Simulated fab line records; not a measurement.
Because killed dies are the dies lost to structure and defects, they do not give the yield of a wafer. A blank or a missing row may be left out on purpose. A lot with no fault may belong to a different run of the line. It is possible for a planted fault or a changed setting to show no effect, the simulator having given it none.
Which tool was responsible?	flow n5-finfet	12 lots, 36 wafers sampled, at 4 steps of a route of 1938

== WHAT EACH GAUGE READ, for each wafer ==
N5_MOL_CONTACT_COAG_INSPECT_42: inspects for defects (brightfield).
lot	measured	on	raw-defect-count
L075	day 5 08:54	defect-inspect-01	209 277 270
L077	day 5 23:46	defect-inspect-02	194 277 186
L079	day 6 13:58	defect-inspect-01	155 170 123
L081	day 7 00:35	defect-inspect-02	143 267 204
L083	day 7 10:42	defect-inspect-02	149 216 244
L085	day 8 00:48	defect-inspect-01	204 247 247
L087	day 8 08:54	defect-inspect-01	277 213 203
L089	day 8 21:17	defect-inspect-02	189 251 189
L091	day 9 15:16	defect-inspect-02	197 155 158
L093	day 9 19:13	defect-inspect-01	214 193 124
L095	day 10 06:42	defect-inspect-01	179 154 203
L097	day 10 21:31	defect-inspect-02	166 142 207

== EACH LOT AND THE TOOL THAT RAN IT (in order: tool; ch and the chambers of the sampled wafers; start) ==
lot	N5_GATE_CUT_VAPOR_ETCH_48	N5_GATE_CUT_VAPOR_ETCH_49	N5_MOL_CONTACT_COAG_TI_SIL_19
L075	rie-metal-03 ch 0, day 4 16:19	rie-metal-03 ch 0, day 4 16:21	pvd-sputter-01, day 4 21:32
L077	rie-metal-01 ch 0, day 5 07:39	rie-metal-01 ch 0, day 5 07:41	pvd-sputter-01, day 5 11:54
L079	rie-metal-02 ch 0,1, day 5 18:02	rie-metal-02 ch 0,1, day 5 18:04	pvd-sputter-02, day 6 02:16
L081	rie-metal-02 ch 0,1, day 6 07:22	rie-metal-02 ch 0,1, day 6 07:23	pvd-sputter-01, day 6 13:52
L083	rie-metal-02 ch 0,1, day 6 19:51	rie-metal-02 ch 0,1, day 6 19:53	pvd-sputter-01, day 7 00:05
L085	rie-metal-03 ch 0,1, day 7 07:22	rie-metal-03 ch 0,1, day 7 07:24	pvd-sputter-01, day 7 15:32
L087	rie-metal-02 ch 0,1, day 7 17:31	rie-metal-02 ch 0,1, day 7 17:32	pvd-sputter-02, day 7 22:12
L089	rie-metal-03 ch 0,1, day 8 06:17	rie-metal-03 ch 0,1, day 8 06:19	pvd-sputter-02, day 8 10:39
L091	rie-metal-02 ch 0, day 8 20:26	rie-metal-02 ch 0, day 8 20:29	pvd-sputter-03, day 9 01:32
L093	rie-metal-03 ch 0,1, day 9 05:12	rie-metal-03 ch 0,1, day 9 05:14	pvd-sputter-02, day 9 09:35
L095	rie-metal-02 ch 1, day 9 17:26	rie-metal-02 ch 1, day 9 17:28	pvd-sputter-01, day 9 21:46
L097	rie-metal-01 ch 0,1, day 10 04:52	rie-metal-01 ch 0,1, day 10 04:53	pvd-sputter-01, day 10 09:28
- N5_GATE_CUT_VAPOR_ETCH_48: etches TiN in BCl3/Cl2.
- N5_GATE_CUT_VAPOR_ETCH_49: etches TiAlC in BCl3/Cl2.
- N5_MOL_CONTACT_COAG_TI_SIL_19: material Ti, target thk 4.2 nm, time 15 s.

== THE ANSWER, worked out from the rows above alone ==
Rule: usual is defined by the lots themselves. The widest of any qualifying gaps counts: lots, ordered by their means at a reading, are off when they make up no more than a third of the lots, leave a main group of 4 or more, and stand apart from it by 3 or more times the standard deviation of that group's means. Not used: any main group whose means are identical at the precision the tables above print for the reading. Also off: a lot with no number at a reading for which 4 or more lots have one. The other lots that the step has rows for count as sound.
No lot is off on any of the readings shown, so nothing can be concluded from this.

== WHAT HAD BEEN PUT IN BY THE SIMULATOR ==
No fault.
